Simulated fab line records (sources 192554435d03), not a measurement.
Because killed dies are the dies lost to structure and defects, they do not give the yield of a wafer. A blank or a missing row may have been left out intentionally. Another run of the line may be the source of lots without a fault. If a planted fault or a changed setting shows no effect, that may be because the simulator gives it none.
Matching of chambers :: flow n5 finfet :: cmp-02 running N5_GATE_CUT_CMP_43: 4 sister chambers
The step polishes SiO2. 8 wafers are shown with their chamber, then 9 later ones without.

## WAFERS, EACH WITH ITS CHAMBER
wafer: L080.6
chamber: 3
motor current A (A): 11.4

wafer: L084.2
chamber: 2
motor current A (A): 12.2

wafer: L084.5
chamber: 3
motor current A (A): 11.6

wafer: L086.2
chamber: 1
motor current A (A): 13.3

wafer: L086.6
chamber: 2
motor current A (A): 13.5

wafer: L093.1
chamber: 1
motor current A (A): 14.3

wafer: L093.2
chamber: 0
motor current A (A): 11.1

wafer: L093.6
chamber: 0
motor current A (A): 10.2

## WAFERS MISSING THEIR CHAMBER
wafer: L093.3
motor current A (A): 11.0

wafer: L093.4
motor current A (A): 13.5

wafer: L093.5
motor current A (A): 13.9

wafer: L094.2
motor current A (A): 14.1

wafer: L094.3
motor current A (A): 10.8

wafer: L094.5
motor current A (A): 12.9

wafer: L095.4
motor current A (A): 13.9

wafer: L095.5
motor current A (A): 11.1

wafer: L095.6
motor current A (A): 10.7

## THE CHAMBER EACH PASSED THROUGH
wafer: L093.3
from the rows above: can't be placed: 0 or 3
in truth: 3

wafer: L093.4
from the rows above: can't be placed: 1 or 2
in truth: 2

wafer: L093.5
from the rows above: can't be placed: 1 or 2
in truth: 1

wafer: L094.2
from the rows above: can't be placed: 1 or 2
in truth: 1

wafer: L094.3
from the rows above: can't be placed: 0 or 3
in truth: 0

wafer: L094.5
from the rows above: can't be placed: 2 or 1
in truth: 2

wafer: L095.4
from the rows above: can't be placed: 1 or 2
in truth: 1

wafer: L095.5
from the rows above: can't be placed: 3 or 0
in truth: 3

wafer: L095.6
from the rows above: can't be placed: 0 or 3
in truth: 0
Correctly placed: 0 of 9. Not placeable from these rows: 9 (in 9, the candidates include the true chamber). Wrongly placed: 0.
How it was worked out, from the rows above alone: a wafer's distance from a chamber is the root of the sum, over the readings, of the square of ((its reading less the chamber's mean) divided by the reading's scatter). If the next closest chamber is less than 2 further off than the closest, the wafer can't be placed; otherwise it belongs to the closest. The mean given for a chamber averages the wafers shown for that chamber. The scatter: the root of (the sum of the squares of (reading less its chamber's mean) over the shown wafers, divided by (wafers less chambers)).
